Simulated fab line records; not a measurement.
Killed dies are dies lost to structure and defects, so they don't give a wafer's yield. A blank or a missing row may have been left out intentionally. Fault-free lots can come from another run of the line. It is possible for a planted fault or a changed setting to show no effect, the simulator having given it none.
Chamber matching | flow n5Finfet | N5_MIM_BOT_ETCH_ETCH_04 on rieDiel-06 has 4 sister chambers
The step etches SiNx in CF4/O2, target depth 26 nm, time 13 s. 8 wafers are shown with their chamber, then 11 later ones without.

WAFERS WITH THEIR CHAMBER
wafer  | chamber | drypumpMotorCurrentA (A) | throttleValvePct (%)
L080.4 | 3       | 5.6                      | 15.87
L084.1 | 1       | 5.2                      | 16.49
L084.5 | 2       | 6.3                      | 15.71
L084.6 | 1       | 5.1                      | 16.47
L086.1 | 2       | 6.3                      | 15.72
L086.2 | 0       | 5.7                      | 15.94
L086.3 | 3       | 5.6                      | 15.93
L086.4 | 0       | 5.7                      | 15.93

WAFERS WITHOUT THEIR CHAMBER
wafer  | drypumpMotorCurrentA (A) | throttleValvePct (%)
L086.5 | 6.3                      | 15.72
L086.6 | 5.6                      | 15.93
L087.2 | 5.6                      | 15.93
L087.4 | 5.6                      | 15.91
L087.5 | 5.7                      | 15.95
L091.2 | 5.6                      | 15.94
L091.5 | 6.3                      | 15.74
L091.6 | 5.6                      | 15.95
L095.4 | 6.3                      | 15.79
L095.5 | 5.2                      | 16.04
L095.6 | 6.3                      | 15.78

WHICH CHAMBER EACH ONE RAN IN
wafer  | from the rows above     | in truth
L086.5 | 2                       | 2
L086.6 | can't be placed: 3 or 0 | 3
L087.2 | can't be placed: 3 or 0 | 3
L087.4 | 3                       | 3
L087.5 | 0                       | 0
L091.2 | can't be placed: 3 or 0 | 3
L091.5 | 2                       | 2
L091.6 | can't be placed: 3 or 0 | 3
L095.4 | 2                       | 2
L095.5 | 3                       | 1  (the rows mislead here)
L095.6 | 2                       | 2
Correctly placed: 6 of 11. Not placeable from these rows: 4 (in 4, the candidates include the true chamber). Number placed wrongly: 1.
How it was worked out, from the rows above alone: a wafer's distance from a chamber is the root of the sum, over the readings, of the square of ((its reading less the chamber's mean) divided by the reading's scatter). If the next closest chamber is less than 2 further off than the closest, the wafer can't be placed; otherwise it belongs to the closest. Each chamber's mean is taken over the wafers shown for it. The scatter is the square root of a quotient: the sum, over the shown wafers, of each reading's squared deviation from its chamber's mean, divided by wafers minus chambers.
